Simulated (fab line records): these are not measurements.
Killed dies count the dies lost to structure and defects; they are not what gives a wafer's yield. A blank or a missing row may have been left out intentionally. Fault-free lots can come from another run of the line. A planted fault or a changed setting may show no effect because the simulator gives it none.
Matching of chambers    flow nand-harc    NHARC_A_CONTACT_ETCH_91 on rie-diel-03 has 4 sister chambers
The step etches the open film in CH3F/O2, target depth 40 nm, time 85.7 s. 8 wafers are shown with their chamber, then 7 later ones without.

WAFERS PAIRED WITH THEIR CHAMBERS
wafer   chamber  showerhead-plenum-p-Torr (Torr)  drypump-motor-current-A (A)
L082.1  2        2.60                             5.2
L082.4  1        2.55                             4.7
L087.3  1        2.54                             4.7
L093.2  3        2.28                             5.3
L093.4  0        2.49                             5.7
L093.5  3        2.28                             5.3
L094.3  2        2.59                             5.2
L094.4  0        2.49                             5.8

WAFERS WITHOUT THEIR CHAMBER
wafer   showerhead-plenum-p-Torr (Torr)  drypump-motor-current-A (A)
L094.5  2.28                             5.3
L096.1  2.28                             5.3
L096.3  2.48                             5.8
L096.5  2.28                             5.3
L097.1  2.48                             5.8
L097.2  2.59                             5.2
L097.5  2.28                             5.3

EACH ONE'S CHAMBER
wafer   from the rows above  in truth
L094.5  3                    3
L096.1  3                    3
L096.3  0                    0
L096.5  3                    3
L097.1  0                    0
L097.2  2                    2
L097.5  3                    3
Placed correctly: 7 of 7. Not placeable from these rows: 0. Placed wrongly: 0.
How it was worked out, from the rows above alone: a wafer's distance from a chamber is the root of the sum, over the readings, of the square of ((its reading less the chamber's mean) divided by the reading's scatter). The wafer belongs to the nearest chamber; if the next one is less than 2 further off, it can't be placed. A chamber's mean is the mean of its shown wafers. The scatter: take each reading less its chamber's mean, square it, sum over the shown wafers, divide by the number of wafers less the number of chambers, and take the root.
